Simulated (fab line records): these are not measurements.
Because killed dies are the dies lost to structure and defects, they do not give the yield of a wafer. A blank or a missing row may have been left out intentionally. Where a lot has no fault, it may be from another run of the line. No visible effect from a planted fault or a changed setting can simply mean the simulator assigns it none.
fab line records	flow nandHarc
[record] lots = 12	wafers = 36	lastDay = 24
route steps=1159 shown A_CONTACT@960 A_BLC@976 END@1159
lots with no fault: from the same line, run without faults
startH: start of the lot's first displayed wafer, in hours after the record's first day	waitH: time in hours since the lot's previous step	" identical to the entry in the row above	L1.1+2: one row covering several wafers at once	- no value, or no start was given	* or withheld: withheld	< > ~ a bound
route shown NAME@n: a module of which the file shows steps, and the number in the route of the first	usual: mean/standard deviation of fault-free wafers	same: alike in all rows	chamber/n: place in a boat	sites: the reading at each site	_std_site: the values' standard deviation	_edge_site: inner sites' mean taken away from outer sites' mean	radiusMm: how far each site lies from the wafer's centre	mask NAME#n: copy n	behind: tool/chamber where the wafer was last shaped	hold: reason for holding the lot/hours on hold/outcome of the hold	device: names the non-switching transistor (n, p or np)	end of line: the same wafers' tests at the end of the route	a step with no rows: only its recipe	killed: count of dies lost to structure and defects at first sort (not the wafer's yield)	map: per-die view of a wafer (x killed, . not killed, _ where there is no die)
set.NAME: the setting that was run; set.NAME@STEP: the one run at that earlier step	model.NAME: the simulator's own value behind a step, which no gauge read
one table for each step of the route and one row for each wafer, over a sample of lots
services: from which hour (startH, from the record's first day; less than 0 if before it) a tool's chamber was out of use, for how many hours, and why
[[steps]]
[step NHARC_A_CONTACT_CMP_20]
[recipe] tOverpolishS = 30	targetThkNm = 300
[usual] motorCurrentA = 12.4/1.2	overpolishRunS = 29.999/0.0093	timeToEndpointS = 59/3.3
lot.wafer	tool	chamber	startH	waitH	motorCurrentA	overpolishRunS	timeToEndpointS
L118.2	cmp-01	0	397.76	0.7	10.7	29.999	59
L118.3	"	2	"	"	11.7	29.995	56
L118.6	"	3	"	"	13.9	30.004	57
L117.3	cmp-01	0	404.22	0.4	10.9	29.989	58
L117.2	"	1	"	"	12.1	30.002	59
L117.5	"	1	"	"	11.7	29.997	60
L119.2	cmp-03	2	405.53	0.7	13.6	29.991	60
L119.3	"	3	"	"	12.4	29.993	60
L119.5	"	2	"	"	13.4	29.988	63
L122.2	cmp-01	1	409.88	0.7	12.6	30.002	63
L122.5	"	3	"	"	14.1	29.985	58
L122.6	"	0	"	"	11.7	29.987	59
L121.4	cmp-03	3	420.83	0.5	13.0	30.004	58
L121.3	"	1	"	"	12.4	29.999	59
L121.5	"	0	"	"	13.4	29.986	53
L116.2	cmp-04	3	425.51	0.7	11.7	30.008	60
L116.4	"	0	"	"	11.6	29.994	59
L116.6	"	3	"	"	12.5	29.994	57
L125.3	cmp-03	3	446.45	0.5	11.9	30.002	57
L125.2	"	0	"	"	15.1	29.992	53
L125.1	"	1	"	"	11.9	29.989	57
L130.2	cmp-01	0	459.20	0.8	10.4	29.999	63
L130.5	"	3	"	"	14.6	30.000	59
L130.6	"	0	"	"	10.2	29.999	65
L131.1	cmp-04	1	484.70	0.7	12.0	29.995	59
L131.2	"	2	"	"	10.9	30.018	58
L131.6	"	0	"	"	11.9	29.979	62
L137.2	cmp-03	2	515.94	0.6	14.3	29.989	65
L137.1	"	0	"	"	14.9	30.006	57
L137.4	"	1	"	"	12.0	29.999	63
L138.3	cmp-03	1	519.22	0.5	12.5	30.013	68
L138.5	"	1	"	"	12.2	30.004	63
L138.6	"	2	"	"	14.0	30.006	69
L139.2	cmp-04	2	526.91	0.8	10.9	29.989	58
L139.5	"	2	"	"	10.8	29.985	58
L139.6	"	3	"	"	12.5	29.992	60
[step NHARC_A_BLC_INSPECT_12]
[usual] rawDefectCount = 26/12
lot.wafer	tool	chamber	startH	waitH	rawDefectCount
L118.2	defectInspect-01	-	398.64	0.0	23
L118.3	"	-	"	"	22
L118.6	"	-	"	"	33
L117.2	defectInspect-01	-	405.14	0.0	20
L117.3	"	-	"	"	21
L117.5	"	-	"	"	25
L119.2	defectInspect-02	-	406.57	0.0	30
L119.3	"	-	"	"	33
L119.5	"	-	"	"	40
L122.2	defectInspect-01	-	410.86	0.0	21
L122.5	"	-	"	"	26
L122.6	"	-	"	"	32
L121.3	defectInspect-01	-	421.87	0.0	43
L121.4	"	-	"	"	48
L121.5	"	-	"	"	39
L116.2	defectInspect-01	-	426.55	0.0	13
L116.4	"	-	"	"	10
L116.6	"	-	"	"	16
L125.1	defectInspect-02	-	447.36	0.0	55
L125.2	"	-	"	"	32
L125.3	"	-	"	"	46
L130.2	defectInspect-01	-	460.22	0.0	15
L130.5	"	-	"	"	9
L130.6	"	-	"	"	12
L131.1	defectInspect-01	-	485.68	0.0	28
L131.2	"	-	"	"	31
L131.6	"	-	"	"	28
L137.1	defectInspect-02	-	517.01	0.0	18
L137.2	"	-	"	"	14
L137.4	"	-	"	"	274
L138.3	defectInspect-02	-	520.29	0.0	295
L138.5	"	-	"	"	295
L138.6	"	-	"	"	19
L139.2	defectInspect-02	-	527.83	0.0	29
L139.5	"	-	"	"	23
L139.6	"	-	"	"	22
[step NHARC_A_BLC_ETCH_16]
[recipe] targetDepthA = 390	overEtchFrac = 0.3	timeS = 65	ionEnergyEv = 80	cf4FlowSccm = 150	arFlowSccm = 0	rfW = 300	biasW = 100	chemistry = CF4
[usual] cf4FlowSccm = 150.0/0.48	drypumpMotorCurrentA = 5.9/0.45	oesProductAu = 1.000/0.0087	rfVppV = 150.9/1.3	showerheadPlenumPTorr = 1.74/0.073	throttleValvePct = 13.283/0.0087
lot.wafer	tool	chamber	startH	waitH	cf4FlowSccm	drypumpMotorCurrentA	oesProductAu	rfHoursCounterH	rfVppV	showerheadPlenumPTorr	throttleValvePct
L118.2	rieDiel-08	1	398.80	0.1	149.7	6.7	0.997	8	150.6	1.71	13.275
L118.3	"	2	"	"	149.3	6.0	0.999	8	152.9	1.79	13.283
L118.6	"	3	"	"	150.5	5.9	1.002	-	152.2	1.69	13.290
L117.3	rieDiel-04	2	405.28	0.1	149.9	5.7	0.996	14	151.2	1.66	13.280
L117.2	"	0	"	"	149.6	5.9	1.001	15	151.1	1.86	13.285
L117.5	"	3	"	"	150.3	6.4	1.003	-	149.1	1.66	13.283
L119.2	rieDiel-04	2	406.71	0.1	149.8	5.7	1.003	14	150.1	1.66	13.290
L119.3	"	3	"	"	150.4	6.4	1.002	14	149.1	1.66	13.290
L119.5	"	3	"	"	150.0	6.3	1.005	-	151.5	1.66	13.274
L122.2	rieDiel-04	0	411.02	0.1	150.0	5.9	0.993	16	152.0	1.86	13.287
L122.5	"	2	"	"	149.5	5.7	0.996	-	150.6	1.66	13.295
L122.6	"	3	"	"	149.6	6.3	1.000	-	150.1	1.66	13.296
L121.3	rieDiel-04	2	422.04	0.1	150.2	5.7	0.996	16	147.9	1.65	13.283
L121.5	"	2	"	"	149.9	5.7	0.992	-	151.8	1.65	13.288
L121.4	"	0	"	"	149.7	5.9	0.994	-	152.9	1.86	13.289
L116.4	rieDiel-08	2	426.70	0.1	150.0	6.0	0.995	11	152.2	1.79	13.286
L116.2	"	3	"	"	150.0	5.9	0.999	12	149.4	1.69	13.280
L116.6	"	1	"	"	150.7	6.8	0.995	-	152.1	1.71	13.255
L125.2	rieDiel-04	3	447.51	0.1	150.0	6.4	0.995	19	148.4	1.66	13.297
L125.1	"	0	"	"	150.4	5.9	1.004	19	153.0	1.86	13.280
L125.3	"	1	"	"	150.1	5.1	0.992	20	150.7	1.72	13.277
L130.2	rieDiel-08	1	460.37	0.1	150.5	6.8	1.001	15	151.1	1.71	13.283
L130.6	"	1	"	"	149.8	6.8	0.990	-	151.3	1.71	13.267
L130.5	"	2	"	"	150.5	5.9	1.000	-	151.6	1.79	13.284
L131.1	rieDiel-04	3	485.84	0.1	150.2	6.3	1.013	1	149.8	1.66	13.281
L131.2	"	0	"	"	150.4	5.9	0.995	1	153.6	1.86	13.293
L131.6	"	3	"	"	149.8	6.4	1.020	-	149.6	1.66	13.262
L137.4	rieDiel-04	1	517.15	0.1	149.9	5.1	1.003	5	150.4	1.72	13.295
L137.2	"	2	"	"	149.5	5.7	0.982	4	150.8	1.65	13.286
L137.1	"	3	"	"	149.4	6.3	1.016	4	149.8	1.65	13.270
L138.3	rieDiel-08	2	520.47	0.1	150.2	6.0	0.978	3	151.7	1.79	13.276
L138.5	"	3	"	"	150.6	5.9	1.009	-	149.3	1.69	13.280
L138.6	"	2	"	"	149.0	6.0	0.986	-	150.1	1.79	13.289
L139.2	rieDiel-04	1	527.99	0.1	150.1	5.1	1.003	6	150.6	1.72	13.298
L139.6	"	3	"	"	150.5	6.4	1.026	-	151.0	1.65	13.284
L139.5	"	0	"	"	149.7	5.9	1.001	-	151.6	1.86	13.292
[step NHARC_A_BLC_CD_MEAS_19]
[usual] cdNm = 99.2/2.2
lot.wafer	tool	chamber	startH	waitH	cdNm
L118.2	cdSem-01	-	399.67	-	98.3
L118.3	"	-	"	"	101.5
L118.6	"	-	"	"	98.4
L117.2	cdSem-03	-	406.16	-	99.3
L117.3	"	-	"	"	100.9
L117.5	"	-	"	"	97.9
L119.2	cdSem-02	-	407.59	-	103.0
L119.3	"	-	"	"	96.4
L119.5	"	-	"	"	96.4
L122.2	cdSem-02	-	411.89	-	98.9
L122.5	"	-	"	"	99.9
L122.6	"	-	"	"	103.2
L121.3	cdSem-03	-	423.08	-	100.3
L121.4	"	-	"	"	100.5
L121.5	"	-	"	"	100.9
L116.2	cdSem-03	-	427.58	-	99.0
L116.4	"	-	"	"	97.9
L116.6	"	-	"	"	99.8
L125.1	cdSem-02	-	448.39	-	100.3
L125.2	"	-	"	"	99.6
L125.3	"	-	"	"	98.7
L130.2	cdSem-02	-	461.25	-	99.3
L130.5	"	-	"	"	96.6
L130.6	"	-	"	"	100.0
L131.1	cdSem-01	-	486.71	-	98.2
L131.2	"	-	"	"	99.0
L131.6	"	-	"	"	97.4
L137.1	cdSem-03	-	518.04	-	96.2
L137.2	"	-	"	"	98.9
L137.4	"	-	"	"	101.2
L138.3	cdSem-02	-	521.50	-	96.8
L138.5	"	-	"	"	100.9
L138.6	"	-	"	"	96.3
L139.2	cdSem-01	-	528.87	-	98.1
L139.5	"	-	"	"	99.9
L139.6	"	-	"	"	98.7
[step NHARC_A_BLC_DEGAS_30]
[recipe] tempC = 300	timeS = 60
[usual] heaterPowerW = 456/33
lot.wafer	tool	chamber	startH	waitH	heaterPowerW
L118.3	pvdSputter-03	-	400.27	-	446
L118.2	"	-	"	"	462
L118.6	"	-	"	"	436
L117.2	pvdSputter-03	-	406.79	-	444
L117.3	"	-	"	"	470
L117.5	"	-	"	"	446
L119.3	pvdSputter-02	-	408.20	-	448
L119.2	"	-	"	"	473
L119.5	"	-	"	"	452
L122.2	pvdSputter-01	-	412.49	-	492
L122.6	"	-	"	"	419
L122.5	"	-	"	"	502
L121.3	pvdSputter-03	-	423.72	-	463
L121.4	"	-	"	"	467
L121.5	"	-	"	"	470
L116.2	pvdSputter-03	-	428.18	-	451
L116.4	"	-	"	"	446
L116.6	"	-	"	"	440
L125.1	pvdSputter-03	-	449.00	-	467
L125.2	"	-	"	"	475
L125.3	"	-	"	"	435
L130.2	pvdSputter-01	-	461.85	-	446
L130.5	"	-	"	"	452
L130.6	"	-	"	"	414
L131.1	pvdSputter-03	-	487.33	-	465
L131.2	"	-	"	"	438
L131.6	"	-	"	"	467
L137.2	pvdSputter-03	-	518.65	-	455
L137.1	"	-	"	"	434
L137.4	"	-	"	"	443
L138.3	pvdSputter-03	-	522.14	-	452
L138.5	"	-	"	"	460
L138.6	"	-	"	"	439
L139.2	pvdSputter-02	-	529.49	-	598
L139.6	"	-	"	"	451
L139.5	"	-	"	"	436
[step NHARC_END_SORT_01]
[recipe] tempC = 25
[usual] killedAtArray = 21/8.9	killedAtOther = 0.8/1.3	killedAtPeriphery = 3.6/2.4	killedDies = 26/8.9	killedOpen = 3.1/1.8	killedShort = 1.9/1.3
[same] grossDies = 677
lot.wafer	tool	chamber	startH	waitH	killedAtArray	killedAtOther	killedAtPeriphery	killedDies	killedOpen	killedShort
L137.1	prober-01	0	560.47	2.5	14	0	6	20	5	2
L137.2	prober-01	0	561.28	2.8	13	1	3	17	2	3
L137.4	prober-01	0	562.90	3.4	215	1	1	217	2	2
L138.3	prober-02	0	568.18	3.1	227	0	3	230	3	4
L138.5	prober-02	0	569.78	3.7	224	0	3	227	3	1
L138.6	prober-02	0	570.57	4.0	19	0	4	23	4	3
// killed by level:class
L137.1 A_CHANNEL_HOLE_D1:chamberFilmFlake=4 A_CONTACT:chamberFilmFlake=4 P_GATE:chamberFilmFlake=3 P_GATE:geometricParticle:open=1 P_GATE:geometricParticle:short=1 P_M0:geometricParticle:short=1 A_SOURCE_PLATE:geometricParticle:open=1 A_CHANNEL_FILL_D1:geometricParticle:open=1
L137.2 A_CONTACT:chamberFilmFlake=4 A_CHANNEL_HOLE_D1:chamberFilmFlake=4 P_CONTACT:geometricParticle:open=1 A_ONON_D1:geometricParticle:short=1 A_CHANNEL_HOLE_D1:geometricParticle:short=1 A_WL_FILL:geometricParticle:short=1 THIN_TSV:chamberFilmFlake=1 A_CONTACT:geometricParticle:open=1
L137.4 A_CONTACT:unspecified=204 A_CHANNEL_HOLE_D1:chamberFilmFlake=5 A_CONTACT:chamberFilmFlake=3 P_M1:geometricParticle:open=1 A_ONON_D1:geometricParticle:short=1 A_CONTACT:geometricParticle:short=1 A_CONTACT:geometricParticle:open=1 THIN_TSV:chamberFilmFlake=1
L138.3 A_CONTACT:unspecified=205 A_CONTACT:chamberFilmFlake=5 A_ZERO_WELL:chamberFilmFlake=5 A_ONON_D1:geometricParticle:short=3 P_GATE:chamberFilmFlake=2 A_SLIT:chamberFilmFlake=2 A_M1:chamberFilmFlake=2 A_ONON_D1:geometricParticle:open=1
L138.5 A_CONTACT:unspecified=211 A_STAIRCASE:chamberFilmFlake=3 A_SLIT:chamberFilmFlake=3 A_CONTACT:chamberFilmFlake=2 P_GATE:geometricParticle:short=1 A_ONON_D1:geometricParticle:open=1 A_CHANNEL_FILL_D1:geometricParticle:open=1 A_CONTACT:geometricParticle:open=1
L138.6 A_CHANNEL_HOLE_D1:chamberFilmFlake=5 A_SLIT:chamberFilmFlake=3 A_CONTACT:geometricParticle:open=2 P_GATE:chamberFilmFlake=2 A_CONTACT:chamberFilmFlake=2 P_CONTACT:geometricParticle:short=1 P_M0:geometricParticle:short=1 A_CHANNEL_FILL_D1:geometricParticle:open=1
[[services]]
tool	chamber	startH	hours	kind
cmp-01	-	375.50	4.0	pm
pvdSputter-02	-	392.04	10.0	pm
pvdSputter-03	-	397.09	2.5	repair
cmp-04	-	399.00	4.0	pm
rieDiel-08	0	410.20	6.9	repair
rieDiel-04	3	418.59	6.9	repair
cmp-01	-	424.06	0.9	repair
cmp-03	-	430.90	0.9	repair
rieDiel-04	0	436.96	6.9	repair
cmp-03	-	450.03	4.0	pm
cmp-01	-	455.80	2.8	repair
pvdSputter-03	-	458.00	10.0	pm
rieDiel-04	-	465.98	9.0	pm
cmp-01	-	473.50	4.0	pm
rieDiel-08	-	478.80	9.0	pm
cmp-04	-	485.62	2.1	repair
cmp-01	-	487.74	0.3	repair
pvdSputter-02	-	495.66	7.5	repair
cmp-04	-	497.00	4.0	pm
rieDiel-04	-	500.12	0.5	repair
rieDiel-08	0	501.42	9.7	repair
rieDiel-08	1	513.56	11.1	repair
cmp-01	-	516.01	1.7	repair
cmp-03	-	516.46	0.2	repair
[[key]]
[firstSign] step = NHARC_A_BLC_INSPECT_12	reading = rawDefectCount	direction = up	sigmas = 22	usual = 26	struck = 288
[effect] step = NHARC_END_SORT_01	reading = killedAtArray	direction = up	sigmas = 23	usual = 21	struck = 222
[moreKillsBornAt] NHARC_A_CONTACT_CMP_20@cmp-03 = 620
metAt NHARC_A_CONTACT_CMP_20
struckLots L137,L138
struckWafers L137.4,L138.3,L138.5
testerLeftOut L137,L138
notActingAt NHARC_A_BLC_ETCH_16,NHARC_A_BLC_CD_MEAS_19,NHARC_A_BLC_DEGAS_30
onsetBetween 446.45 515.94
[fault] kind = chamberParticleSource	tool = cmp-03	chamber = 1	onsetH = 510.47	steps = NHARC_A_CONTACT_CMP_20	ratePerVisitCm2 = 0.41047	endH = 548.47
// testerLeftOut: of these lots the tester's yield and bins aren't shown, on N5 and GAA mostly nor the transistor test; their killed dies are dies lost to structure and defects alone, not to doping, threshold or leakage, so they don't give the yield
